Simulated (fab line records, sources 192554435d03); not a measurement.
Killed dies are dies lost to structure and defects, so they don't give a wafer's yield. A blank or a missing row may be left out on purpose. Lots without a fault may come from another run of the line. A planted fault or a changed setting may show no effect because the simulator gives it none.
Split-lot experiment | flow n5_finfet | 7 lots, 21 wafers read, on a route of 1938 steps

THE SPLIT
At N5_BEOL_M4_COAT_67 (time 60 s, resist thk 60 nm), the setting spin_rpm was moved away from the recipe's 1500 rpm on 5 of the 21 wafers read, by -10.7% to +11.2%. The other wafers ran this setting at the recipe's value.

FROM THE SPLIT TO THE READING: what the file shows between them, 8 steps
- N5_BEOL_M4_DESCUM_33: chemistry O2, time 7 s (also split here: time_s)
- N5_BEOL_M4_ETCH_77: etches underlayer in N2/H2, target depth 6.5 nm, time 5.2 s
- N5_BEOL_M4_ETCH_69: etches SiARC in CF4, target depth 15.6 nm, time 26 s
- N5_BEOL_M4_ALD_98: deposits SiO2, target thk 2.5 nm, pulse time 1 s, co reactant pulse time 1 s
- N5_BEOL_M4_ETCHBACK_99: etches SiO2 in CHF3, target depth 5 nm, time 10.4 s
- N5_BEOL_M4_ETCH_70: etches SOC in N2/H2, target depth 80 nm, overetch 24 nm, time 130 s
- N5_BEOL_M4_STRIP_71: strips in N2/H2
- N5_BEOL_M4_STRIP_78: strips in N2/H2

THE READING
SOC_of_BEOL_M4_COAT_67.thk_nm (the simulator's own value, which no gauge read), in nm, at N5_BEOL_M4_VIA_ETCH_34 (etches the open film in C4F6/O2, target depth 69.4 nm, time 65.9 s). The file gives no usual value for it. The 16 wafers here that ran the recipe average 51.9 nm, standard deviation 0.28 nm.

wafer  | tool, chamber at the split | spin_rpm as run, rpm | against the recipe | SOC_of_BEOL_M4_COAT_67.thk_nm, nm | against lot-mates on the recipe
L080.1 | litho_track-01, 0          | 1668                 | +11.2%             | 48.4                              | -3.2
L080.3 | litho_track-01, 0          | 1500                 | recipe             | 51.6                              | -
L080.6 | litho_track-01, 0          | 1668                 | +11.2%             | 48.6                              | -3.0
L081.1 | litho_track-02, 0          | 1500                 | recipe             | 52.2                              | -
L081.4 | litho_track-02, 0          | 1500                 | recipe             | 52.2                              | -
L081.6 | litho_track-02, 0          | 1339                 | -10.7%             | 55.4                              | +3.2
L083.4 | litho_track-01, 0          | 1555                 | +3.7%              | 50.6                              | -1.2
L083.5 | litho_track-01, 0          | 1500                 | recipe             | 52                                | -
L083.6 | litho_track-01, 0          | 1500                 | recipe             | 51.6                              | -
L082.2 | litho_track-04, 0          | 1500                 | recipe             | 52                                | -
L082.4 | litho_track-04, 0          | 1500                 | recipe             | 52                                | -
L082.5 | litho_track-04, 0          | 1500                 | recipe             | 52                                | -
L089.2 | litho_track-01, 0          | 1500                 | recipe             | 51.6                              | -
L089.3 | litho_track-01, 0          | 1500                 | recipe             | 51.6                              | -
L089.4 | litho_track-01, 0          | 1500                 | recipe             | 51.6                              | -
L093.1 | litho_track-02, 0          | 1500                 | recipe             | 52.2                              | -
L093.4 | litho_track-02, 0          | 1500                 | recipe             | 52.4                              | -
L093.5 | litho_track-02, 0          | 1500                 | recipe             | 52.4                              | -
L094.2 | litho_track-01, 0          | 1500                 | recipe             | 51.8                              | -
L094.6 | litho_track-01, 0          | 1500                 | recipe             | 51.8                              | -
L094.3 | litho_track-01, 0          | 1595                 | +6.3%              | 50                                | -1.8

THE FIT
A straight line over all 21 wafers: SOC_of_BEOL_M4_COAT_67.thk_nm changes by -0.313 nm for each +1% of spin_rpm; r = -0.98; the points scatter about the line by 0.27 nm.
The same after taking each lot's own level away (the mean of its wafers on the recipe; 21 wafers): -0.285 nm for each +1%; r = -1.00; scatter 0.099 nm.
On that fit, the largest move of spin_rpm shifts the reading by 3.2 nm.
The lots' own levels span 51.60 to 52.33 nm, that is 2.6 times the standard deviation above.
So the lot-to-lot level changes the slope little: the two slopes agree.
Check: with one of the wafers moved furthest among these (+11.2%) left out of the fit, the line predicts -3.18 nm for it against its lot-mates. It came out at -3.2 nm against them.

OTHER SPLITS ON THESE WAFERS
These wafers also went through other splits before the reading. Each is held against what the fit with the lots' levels taken away leaves over:
other split on the same wafers | wafers away from the commonest value | r with SOC_of_BEOL_M4_COAT_67.thk_nm (lot level and that fit taken away)
N5_BEOL_M2_DESCUM_33 time_s    | 4                                    | -0.20
N5_BEOL_M2_SPUTTER_94 time_s   | 8                                    | -0.09
N5_BEOL_M3_COAT_67 spin_rpm    | 7                                    | +0.05
N5_BEOL_M3_COAT_68 spin_rpm    | 7                                    | -0.04
N5_BEOL_M4_DESCUM_33 time_s    | 6                                    | -0.10

THE WHOLE CHAIN: every reading that the file lists as answering this split, in the file's order
step                   | what it does                                                        | reading                                                                        | change (the file's fit)               | r (the file's)
N5_BEOL_M4_COAT_67     | time 60 s, resist thk 60 nm                                         | SOC_of_BEOL_M4_COAT_67.thk_nm (the simulator's own value, which no gauge read) | -0.298 nm for each +1% of the setting | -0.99
N5_BEOL_M4_ETCH_70     | etches SOC in N2/H2, target depth 80 nm, overetch 24 nm, time 130 s | etch.depth_nm (the simulator's own value, which no gauge read)                 | -0.294 nm for each +1% of the setting | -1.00
N5_BEOL_M4_VIA_ETCH_34 | etches the open film in C4F6/O2, target depth 69.4 nm, time 65.9 s  | SOC_of_BEOL_M4_COAT_67.thk_nm (the simulator's own value, which no gauge read) | -0.288 nm for each +1% of the setting | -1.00

THE FILE'S OWN FIT
SOC_of_BEOL_M4_COAT_67.thk_nm changes by -0.288 nm for each +1% of spin_rpm, r = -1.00.
